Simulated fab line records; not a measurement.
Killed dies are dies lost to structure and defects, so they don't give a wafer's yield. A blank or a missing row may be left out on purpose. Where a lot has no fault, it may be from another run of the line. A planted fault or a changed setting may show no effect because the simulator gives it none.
Chamber matching || flow n5Finfet || 4 sister chambers for N5_FIN_SAQP_FIN_ETCH_36 on rieSi-01
The step etches the open film in HBr/Cl2/O2, target depth 120 nm, time 50.4 s. 4 wafers are shown with their chamber, then 8 later ones without.

== WAFERS, EACH WITH ITS CHAMBER ==
{"wafer": "L083.6", "chamber": 1, "drypumpMotorCurrentA (A)": 5.8}
{"wafer": "L084.2", "chamber": 2, "drypumpMotorCurrentA (A)": 5.3}
{"wafer": "L084.4", "chamber": 3, "drypumpMotorCurrentA (A)": 4.7}
{"wafer": "L085.1", "chamber": 0, "drypumpMotorCurrentA (A)": 6.2}

== WAFERS WITH NO CHAMBER GIVEN ==
{"wafer": "L085.2", "drypumpMotorCurrentA (A)": 4.7}
{"wafer": "L085.3", "drypumpMotorCurrentA (A)": 5.3}
{"wafer": "L086.4", "drypumpMotorCurrentA (A)": 4.7}
{"wafer": "L086.5", "drypumpMotorCurrentA (A)": 5.7}
{"wafer": "L086.6", "drypumpMotorCurrentA (A)": 5.3}
{"wafer": "L097.1", "drypumpMotorCurrentA (A)": 4.7}
{"wafer": "L097.3", "drypumpMotorCurrentA (A)": 6.1}
{"wafer": "L097.6", "drypumpMotorCurrentA (A)": 4.7}

== WHICH CHAMBER EACH WENT THROUGH ==
{"wafer": "L085.2", "from the rows above": 3, "in truth": 3}
{"wafer": "L085.3", "from the rows above": 2, "in truth": 2}
{"wafer": "L086.4", "from the rows above": 3, "in truth": 3}
{"wafer": "L086.5", "from the rows above": 1, "in truth": 1}
{"wafer": "L086.6", "from the rows above": 2, "in truth": 2}
{"wafer": "L097.1", "from the rows above": 3, "in truth": 3}
{"wafer": "L097.3", "from the rows above": 0, "in truth": 0}
{"wafer": "L097.6", "from the rows above": 3, "in truth": 3}
Correct placement for 8 of the 8. Left unplaced by these rows: 0. 0 placed wrongly.
How it was worked out, from the rows above alone: a wafer's distance from a chamber is the root of the sum, over the readings, of the square of ((its reading less the chamber's mean) divided by the reading's scatter). The wafer belongs to the nearest chamber; if the next one is less than 2 further off, it can't be placed. A chamber's mean is the mean of its shown wafers. The scatter (one wafer shown for each chamber): square how far every hidden wafer sits from the nearest shown wafer, average those squares and take the square root.
